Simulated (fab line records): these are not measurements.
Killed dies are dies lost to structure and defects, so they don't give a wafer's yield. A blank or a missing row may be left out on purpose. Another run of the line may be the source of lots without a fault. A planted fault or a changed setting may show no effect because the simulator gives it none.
Which tool was responsible? :: flow n5 finfet :: 11 lots, 32 wafers sampled, at 4 steps of a route of 1938

## WHAT EACH GAUGE READ, for each wafer
N5_BEOL_M8_THK_MEAS_53: measures by xrf.
lot: L974
measured: day 9 14:22
on: film metro-02
M8_THK (nm): 81.3 76.5 79.6

lot: L975
measured: day 9 15:17
on: film metro-02
M8_THK (nm): 77.7 79.0 80.5

lot: L976
measured: day 9 22:35
on: film metro-02
M8_THK (nm): 77.1 78.1 74.6

lot: L979
measured: day 10 19:10
on: film metro-02
M8_THK (nm): 78.1 79.9 78.7

lot: L980
measured: day 10 19:13
on: film metro-01
M8_THK (nm): 79.8 77.7 78.1

lot: L981
measured: day 11 02:58
on: film metro-02
M8_THK (nm): 78.6 79.4 78.6

lot: L984
measured: day 11 19:03
on: film metro-01
M8_THK (nm): 78.5 75.9 77.2

lot: L987
measured: day 12 20:17
on: film metro-01
M8_THK (nm): 77.5 77.3

lot: L994
measured: day 14 13:05
on: film metro-02
M8_THK (nm): 77.5 76.9 80.4

lot: L996
measured: day 15 02:12
on: film metro-01
M8_THK (nm): 77.4 76.3 76.8

lot: L997
measured: day 15 06:11
on: film metro-01
M8_THK (nm): 81.0 78.5 79.4

## EACH LOT AND THE TOOL THAT RAN IT (in order: tool; ch and the chambers of the sampled wafers; start)
lot: L974
N5_BEOL_M8_TRENCH_ETCH_37: rie diel-02 ch 2,3, day 9 12:08 or earlier
N5_BEOL_M8_CURE_75: uv cure-03 ch 0, day 9 12:08
N5_BEOL_M8_CVD_78: cvd co-02 ch 0,1, day 9 13:15

lot: L975
N5_BEOL_M8_TRENCH_ETCH_37: rie diel-04 ch 1,2,3, day 9 12:34 or earlier
N5_BEOL_M8_CURE_75: uv cure-03 ch 0, day 9 12:34
N5_BEOL_M8_CVD_78: cvd co-02 ch 1,2, day 9 14:03

lot: L976
N5_BEOL_M8_TRENCH_ETCH_37: rie diel-02 ch 0,2,3, day 9 20:23 or earlier
N5_BEOL_M8_CURE_75: uv cure-03 ch 0, day 9 20:23
N5_BEOL_M8_CVD_78: cvd co-01 ch 0,1, day 9 21:29

lot: L979
N5_BEOL_M8_TRENCH_ETCH_37: rie diel-06 ch 1,2,3, day 10 16:53 or earlier
N5_BEOL_M8_CURE_75: uv cure-03 ch 0, day 10 16:53
N5_BEOL_M8_CVD_78: cvd co-01 ch 0,2, day 10 18:05

lot: L980
N5_BEOL_M8_TRENCH_ETCH_37: rie diel-04 ch 0,1,3, day 10 17:22 or earlier
N5_BEOL_M8_CURE_75: uv cure-02 ch 1, day 10 17:22
N5_BEOL_M8_CVD_78: cvd co-02 ch 1,2, day 10 18:15

lot: L981
N5_BEOL_M8_TRENCH_ETCH_37: rie diel-04 ch 1,3, day 10 23:19 or earlier
N5_BEOL_M8_CURE_75: uv cure-01 ch 2, day 10 23:19
N5_BEOL_M8_CVD_78: cvd co-02 ch 0,1,2, day 11 00:22

lot: L984
N5_BEOL_M8_TRENCH_ETCH_37: rie diel-06 ch 1,2, day 11 15:17 or earlier
N5_BEOL_M8_CURE_75: uv cure-01 ch 0, day 11 15:17
N5_BEOL_M8_CVD_78: cvd co-01 ch 0,1,2, day 11 18:05

lot: L987
N5_BEOL_M8_TRENCH_ETCH_37: rie diel-04 ch 2,3, day 12 17:38 or earlier
N5_BEOL_M8_CURE_75: uv cure-01 ch 1, day 12 17:38
N5_BEOL_M8_CVD_78: cvd co-01 ch 1,2, day 12 18:52

lot: L994
N5_BEOL_M8_TRENCH_ETCH_37: rie diel-04 ch 0,1,3, day 14 08:56 or earlier
N5_BEOL_M8_CURE_75: uv cure-03 ch 2, day 14 08:56
N5_BEOL_M8_CVD_78: cvd co-02 ch 0,1,2, day 14 12:10

lot: L996
N5_BEOL_M8_TRENCH_ETCH_37: rie diel-06 ch 0,2, day 14 23:20 or earlier
N5_BEOL_M8_CURE_75: uv cure-01 ch 2, day 14 23:20
N5_BEOL_M8_CVD_78: cvd co-02 ch 0,1, day 15 00:39

lot: L997
N5_BEOL_M8_TRENCH_ETCH_37: rie diel-04 ch 0,1,2, day 15 03:26 or earlier
N5_BEOL_M8_CURE_75: uv cure-01 ch 2, day 15 03:26
N5_BEOL_M8_CVD_78: cvd co-02 ch 0,2, day 15 04:50
- N5_BEOL_M8_TRENCH_ETCH_37: etches SiCOH lowk in C4F6/O2, target depth 93.478 nm, time 31.2 s.
- N5_BEOL_M8_CURE_75: cures SiCOH lowk, time 120 s.
- N5_BEOL_M8_CVD_78: deposits Co from CCTBA/H2, target thk 2 nm, time 142.3 s.

## THE ANSWER, worked out from the rows above alone
Rule: the lots themselves supply what counts as usual. Put in order of their means at a reading, lots are off if they are a third of the lots or fewer, leave a main group of 4 or more, and stand apart from it by a gap of 3 or more times the standard deviation of the main group's means; of several such gaps the widest counts. The tables above print the reading to a certain number of digits; a main group whose means all agree to those digits is not used. Also off: a lot with no number at a reading for which 4 or more lots have one. All remaining lots with rows at the step are treated as sound.
No lot is off at any reading shown: from this, nothing can be told.

## WHAT HAD BEEN PUT IN BY THE SIMULATOR
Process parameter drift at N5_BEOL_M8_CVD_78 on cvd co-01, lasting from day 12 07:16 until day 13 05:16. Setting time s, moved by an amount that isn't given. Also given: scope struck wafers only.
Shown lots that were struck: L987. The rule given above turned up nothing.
